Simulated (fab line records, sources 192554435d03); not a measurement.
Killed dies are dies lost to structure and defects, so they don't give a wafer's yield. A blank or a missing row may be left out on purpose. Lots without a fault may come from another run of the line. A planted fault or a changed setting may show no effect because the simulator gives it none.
Which tool did it? | flow n5_finfet | 10 lots, 27 wafers sampled, at 5 steps of a route of 1938

WHAT THE GAUGES READ, wafer by wafer
N5_BEOL_M0_SAQP_CD_MEAS_25: target cd 13.1 nm. Usual: cd_nm 12.79 nm, standard deviation 0.21.
lot  | measured     | on        | cd_nm (nm)        | flag
L229 | day 5 11:44  | cd_sem-01 | 12.94 13.30 12.78 |
L234 | day 6 19:05  | cd_sem-01 | 12.99 12.70 12.61 |
L235 | day 7 02:52  | cd_sem-01 | 12.78 12.64 12.70 |
L236 | day 7 09:50  | cd_sem-02 | 12.51 12.66 12.83 |
L237 | day 7 12:04  | cd_sem-01 | 12.63 12.60 12.77 |
L240 | day 8 10:33  | cd_sem-01 | 12.97 12.74 12.93 |
L244 | day 10 03:49 | cd_sem-03 | 12.69 12.45       |
L243 | day 10 05:17 | cd_sem-02 | 13.08 13.59       |
L250 | day 11 09:37 | cd_sem-01 | 12.59 12.66 12.49 |
L251 | day 11 11:20 | cd_sem-01 | 12.78 12.71       |

N5_BEOL_M4_RC_MEAS_101. Usual: DIBL_N 37.2 mV/V, standard deviation 2.1; DIBL_P 37.3 mV/V, standard deviation 2.3; IOFF_N 0.18 nA/um, standard deviation 0.041; IOFF_P 0.24 nA/um, standard deviation 0.042; ION_N 680 uA/um, standard deviation 13; ION_P 466 uA/um, standard deviation 7.7; SS_N 71.8 mV/dec, standard deviation 0.68; SS_P 73.5 mV/dec, standard deviation 0.66; VT_N 249 mV, standard deviation 3.6; VT_P -248 mV, standard deviation 3.4.
lot  | measured     | on        | DIBL_N (mV/V)  | DIBL_P (mV/V)  | IOFF_N (nA/um) | IOFF_P (nA/um) | ION_N (uA/um) | ION_P (uA/um) | SS_N (mV/dec)  | SS_P (mV/dec)  | VT_N (mV)   | VT_P (mV)      | flag
L229 | day 8 08:06  | prober-02 | 36.9 36.9 37.2 | 36.3 36.9 37.8 | 0.16 0.16 0.18 | 0.22 0.22 0.23 | 673 670 678   | 467 467 466   | 71.0 71.6 71.7 | 72.9 73.0 73.3 | 248 247 249 | -250 -248 -248 |
L234 | day 9 13:08  | prober-02 | 39.4 35.0 35.1 | 39.2 33.6 34.5 | 0.25 0.14 0.15 | 0.30 0.21 0.23 | 694 656 679   | 472 460 471   | 72.9 71.2 70.9 | 73.9 72.8 73.0 | 243 252 248 | -246 -249 -248 |
L235 | day 9 18:03  | prober-02 | 34.4 35.4 35.9 | 33.7 35.4 35.8 | 0.13 0.14 0.15 | 0.19 0.21 0.22 | 676 668 673   | 468 460 464   | 71.2 71.7 71.1 | 73.0 72.4 73.9 | 254 252 248 | -252 -248 -246 |
L236 | day 9 18:40  | prober-01 | 35.8 37.4 35.7 | 37.3 38.3 36.9 | 0.16 0.17 0.15 | 0.21 0.22 0.19 | 681 670 680   | 466 460 468   | 70.9 71.6 71.0 | 72.9 73.8 73.2 | 252 250 251 | -251 -252 -253 |
L237 | day 9 19:36  | prober-01 | 34.2 36.8 38.3 | 34.9 37.7 39.7 | 0.13 0.17 0.22 | 0.18 0.24 0.27 | 669 677 696   | 460 465 475   | 71.1 71.3 72.6 | 72.9 73.5 73.5 | 252 246 242 | -253 -247 -247 |
L240 | day 10 13:31 | prober-01 | 42.0 39.3 40.1 | 39.8 37.0 38.6 | 0.26 0.19 0.23 | 0.28 0.23 0.26 | 686 676 709   | 462 457 480   | 72.7 72.1 72.5 | 74.2 74.4 74.3 | 242 249 243 | -247 -248 -243 |
L244 | day 11 21:05 | prober-02 | 38.8 38.8      | 39.7 39.1      | 0.18 0.19      | 0.22 0.21      | 674 680       | 452 457       | 71.9 72.1      | 74.1 73.1      | 250 248     | -254 -252      |
L243 | day 12 05:23 | prober-01 | 39.4 38.5      | 39.0 37.9      | 0.21 0.18      | 0.24 0.23      | 681 678       | 469 466       | 72.1 72.5      | 74.9 73.8      | 248 247     | -247 -247      |
L250 | day 14 21:18 | prober-02 | 35.5 36.6 38.1 | 36.1 37.3 39.4 | 0.15 0.17 0.23 | 0.19 0.22 0.26 | 678 667 704   | 459 457 473   | 71.7 71.9 72.0 | 73.9 74.1 74.4 | 251 248 242 | -252 -249 -248 |
L251 | day 14 20:22 | prober-01 | 33.0 34.9      | 34.6 36.7      | 0.12 0.14      | 0.19 0.23      | 675 666       | 472 466       | 70.5 71.6      | 72.3 72.7      | 250 252     | -252 -248      |

WHICH TOOL RAN EACH LOT (tool, then ch and the chambers of the sampled wafers, then the start)
lot  | N5_BEOL_M0_SAQP_RECESS_104         | N5_BEOL_M0_SAQP_ETCH_88            | N5_BEOL_M0_SAQP_ALD_48
L229 | vapor_etch-01 ch 0,1, day 5 11:59  | rie_diel-02 ch 1,3, day 5 14:19    | ald_sin-02 ch 0,2, day 5 14:34
L234 | vapor_etch-02 ch 0,1, day 6 19:28  | rie_diel-01 ch 1,3, day 6 21:47    | ald_sin-02 ch 2,3, day 6 22:02
L235 | vapor_etch-01 ch 0,1, day 7 03:14  | rie_diel-02 ch 0,1,2, day 7 05:10  | ald_sin-02 ch 1,2,3, day 7 05:35
L236 | vapor_etch-01 ch 0,1, day 7 10:05  | rie_diel-01 ch 1,2,3, day 7 12:23  | ald_sin-02 ch 2,3, day 7 12:38
L237 | vapor_etch-01 ch 0,1, day 7 12:26  | rie_diel-02 ch 0,3, day 7 14:44    | ald_sin-04 ch 1,3, day 7 14:59
L240 | vapor_etch-01 ch 0,1, day 8 10:56  | rie_diel-03 ch 0,1,3, day 8 13:07  | ald_sin-04 ch 1,2, day 8 13:22
L244 | vapor_etch-01 ch 1, day 10 04:04   | rie_diel-03 ch 1,3, day 10 06:26   | ald_sin-04 ch 0,3, day 10 06:55
L243 | vapor_etch-02 ch 1, day 10 05:39   | rie_diel-01 ch 0,3, day 10 07:45   | ald_sin-04 ch 0,3, day 10 08:09
L250 | vapor_etch-01 ch 0,1, day 11 10:07 | rie_diel-01 ch 1,2,3, day 11 12:20 | ald_sin-02 ch 0,1,2, day 11 12:37
L251 | vapor_etch-02 ch 1, day 11 11:35   | rie_diel-02 ch 1,3, day 11 13:43   | ald_sin-02 ch 2,3, day 11 14:16
- N5_BEOL_M0_SAQP_RECESS_104: chemistry HF/NH3, target SiO2, target depth 18 nm, afs cycles 3, sublimation time 60 s.
- N5_BEOL_M0_SAQP_ETCH_88: etches underlayer in N2/H2, target depth 6.5 nm, time 5.2 s.
- N5_BEOL_M0_SAQP_ALD_48: deposits SiO2, target thk 20 nm, pulse time 1 s, co reactant pulse time 1 s.

WHAT THE TOOLS THEMSELVES READ (means of the sampled wafers that have a number; where no wafer has one, the mark that the record gives instead)
N5_BEOL_M0_SAQP_RECESS_104. Usual: drypump_motor_current_A 5.06 A, standard deviation 0.28.
lot  | tool          | drypump_motor_current_A (A) | flag
L229 | vapor_etch-01 | 4.90                        |
L234 | vapor_etch-02 | 5.28                        |
L235 | vapor_etch-01 | 4.99                        |
L236 | vapor_etch-01 | 5.00                        |
L237 | vapor_etch-01 | 4.98                        |
L240 | vapor_etch-01 | 4.90                        |
L244 | vapor_etch-01 | 4.79                        |
L243 | vapor_etch-02 | 5.50                        |
L250 | vapor_etch-01 | 4.99                        |
L251 | vapor_etch-02 | 5.49                        |

N5_BEOL_M0_SAQP_ETCH_88. Usual: drypump_motor_current_A 5.8 A, standard deviation 0.52; etch_rf_on_time_s 5.17 s, standard deviation 0.13; oes_product_au 0.69 a.u., standard deviation 0.083; rf_fwd_power_W 819.5 W, standard deviation 2.6; rf_vpp_V 524.0 V, standard deviation 2.7; showerhead_plenum_p_Torr 2.55 Torr, standard deviation 0.086; throttle_valve_pct 17.8 %, standard deviation 0.32.
lot  | tool        | drypump_motor_current_A (A) | etch_rf_on_time_s (s) | oes_product_au (a.u.) | rf_fwd_power_W (W) | rf_vpp_V (V) | showerhead_plenum_p_Torr (Torr) | throttle_valve_pct (%) | flag
L229 | rie_diel-02 | 5.9                         | 5.29                  | 0.60                  | 820.9              | 521.0        | 2.43                            | 18.1                   |
L234 | rie_diel-01 | 5.6                         | 4.98                  | 0.74                  | 816.5              | 526.0        | 2.64                            | 17.4                   |
L235 | rie_diel-02 | 5.8                         | 5.25                  | 0.67                  | 818.7              | 523.3        | 2.47                            | 18.0                   |
L236 | rie_diel-01 | 5.6                         | 5.10                  | 0.71                  | 820.6              | 525.3        | 2.60                            | 17.6                   |
L237 | rie_diel-02 | 6.0                         | 5.24                  | 0.67                  | 819.3              | 521.0        | 2.44                            | 17.9                   |
L240 | rie_diel-03 | 5.9                         | 5.14                  | 0.70                  | 821.7              | 524.6        | 2.59                            | 17.8                   |
L244 | rie_diel-03 | 6.3                         | 5.22                  | 0.68                  | 818.4              | 527.5        | 2.61                            | 17.9                   |
L243 | rie_diel-01 | 6.0                         | 5.25                  | 0.74                  | 816.8              | 523.1        | 2.52                            | 17.4                   |
L250 | rie_diel-01 | 5.6                         | 5.09                  | 0.75                  | 818.6              | 522.9        | 2.59                            | 17.5                   |
L251 | rie_diel-02 | 5.7                         | 5.21                  | 0.58                  | 822.2              | 519.4        | 2.41                            | 18.2                   |

N5_BEOL_M0_SAQP_ALD_48. Usual: heater_power_w 82 W, standard deviation 10; precursor_pulse_height_rel 0.999, standard deviation 0.02.
lot  | tool       | heater_power_w (W) | precursor_pulse_height_rel | flag
L229 | ald_sin-02 | 74                 | 1.009                      |
L234 | ald_sin-02 | 86                 | 0.996                      |
L235 | ald_sin-02 | 90                 | 0.995                      |
L236 | ald_sin-02 | 87                 | 0.995                      |
L237 | ald_sin-04 | 77                 | 0.986                      |
L240 | ald_sin-04 | 86                 | 0.990                      |
L244 | ald_sin-04 | 70                 | 0.986                      |
L243 | ald_sin-04 | 70                 | 0.999                      |
L250 | ald_sin-02 | 84                 | 1.007                      |
L251 | ald_sin-02 | 88                 | 1.027                      |

THE ANSWER, worked out from the rows above alone
Rule: a lot is off if the mean of its wafers that have a number lies more than 3 standard deviations from the usual mean. A lot without any number at a reading at which 4 lots or more have one is off too. The other lots that the step has rows for count as sound. The gauges are gone through in route order, then the tools' own readings, and for those a lot's mean is taken as printed above. The first step at which some lot is off is used, and at that step the reading that is off furthest; a lot without a number counts as furthest.
No lot is off at any reading shown: from this, nothing can be told.

WHAT THE SIMULATOR HAD PUT IN
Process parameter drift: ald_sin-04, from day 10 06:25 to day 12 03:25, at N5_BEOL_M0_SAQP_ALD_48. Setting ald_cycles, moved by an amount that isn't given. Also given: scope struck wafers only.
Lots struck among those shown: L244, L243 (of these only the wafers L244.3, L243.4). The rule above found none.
